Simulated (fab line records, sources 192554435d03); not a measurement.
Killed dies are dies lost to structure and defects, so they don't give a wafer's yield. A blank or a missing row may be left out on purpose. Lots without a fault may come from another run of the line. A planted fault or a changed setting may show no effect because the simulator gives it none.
Chamber matching | flow n5_finfet | N5_BEOL_M3_ETCH_63 on rie_diel-04: 4 sister chambers
The step etches SiARC in CF4, target depth 15.6 nm, time 26 s. 16 wafers are shown with their chamber, then 8 later ones without.

WAFERS WITH THEIR CHAMBER
wafer  | chamber | showerhead_plenum_p_Torr (Torr) | throttle_valve_pct (%) | oes_product_au (a.u.)
L075.1 | 3       | 2.15                            | 15.45                  | 0.63
L075.4 | 3       | 2.15                            | 15.43                  | 0.62
L075.6 | 2       | 2.21                            | 15.63                  | 0.61
L079.1 | 1       | 2.14                            | 15.98                  | 0.61
L079.2 | 0       | 2.25                            | 15.67                  | 0.70
L079.3 | 3       | 2.14                            | 15.47                  | 0.62
L074.2 | 0       | 2.25                            | 15.67                  | 0.69
L074.4 | 2       | 2.20                            | 15.69                  | 0.60
L074.5 | 3       | 2.14                            | 15.49                  | 0.62
L083.1 | 1       | 2.13                            | 15.98                  | 0.60
L083.3 | 2       | 2.20                            | 15.69                  | 0.59
L083.4 | 0       | 2.25                            | 15.68                  | 0.68
L085.1 | 1       | 2.13                            | 16.00                  | 0.60
L085.4 | 2       | 2.20                            | 15.71                  | 0.58
L085.5 | 3       | 2.14                            | 15.50                  | 0.61
L087.2 | 3       | 2.14                            | 15.50                  | 0.60

SIGNATURES (means of the wafers above)
reading                  | chamber 0 | chamber 1 | chamber 2 | chamber 3 | scatter within a chamber
showerhead_plenum_p_Torr | 2.2500    | 2.1333    | 2.2025    | 2.1433    | 0.00479
throttle_valve_pct       | 15.6733   | 15.9867   | 15.6800   | 15.4733   | 0.0259
oes_product_au           | 0.6900    | 0.6033    | 0.5950    | 0.6167    | 0.0104
Rule: a wafer's distance from a chamber is the root of the sum, over the readings, of the square of ((its reading less the chamber's mean) divided by the reading's scatter). The wafer belongs to the nearest chamber; if the next one is less than 2 further off, it can't be placed. The scatter: the root of (the sum of the squares of (reading less its chamber's mean) over the shown wafers, divided by (wafers less chambers)).

WAFERS WITHOUT THEIR CHAMBER
wafer  | showerhead_plenum_p_Torr (Torr) | throttle_valve_pct (%) | oes_product_au (a.u.)
L087.4 | 2.20                            | 15.74                  | 0.59
L087.6 | 2.14                            | 15.50                  | 0.61
L091.2 | 2.13                            | 16.01                  | 0.60
L091.4 | 2.24                            | 15.71                  | 0.67
L091.5 | 2.13                            | 15.51                  | 0.60
L093.2 | 2.24                            | 15.70                  | 0.66
L093.3 | 2.13                            | 16.04                  | 0.60
L093.4 | 2.13                            | 15.52                  | 0.60

WHICH CHAMBER EACH WENT THROUGH
wafer  | from the rows above | in truth
L087.4 | 2                   | 2
L087.6 | 3                   | 3
L091.2 | 1                   | 1
L091.4 | 0                   | 0
L091.5 | 3                   | 3
L093.2 | 0                   | 0
L093.3 | 1                   | 1
L093.4 | 3                   | 3
Placed correctly: 8 of 8. Can't be placed from these rows: 0. Placed wrongly: 0.
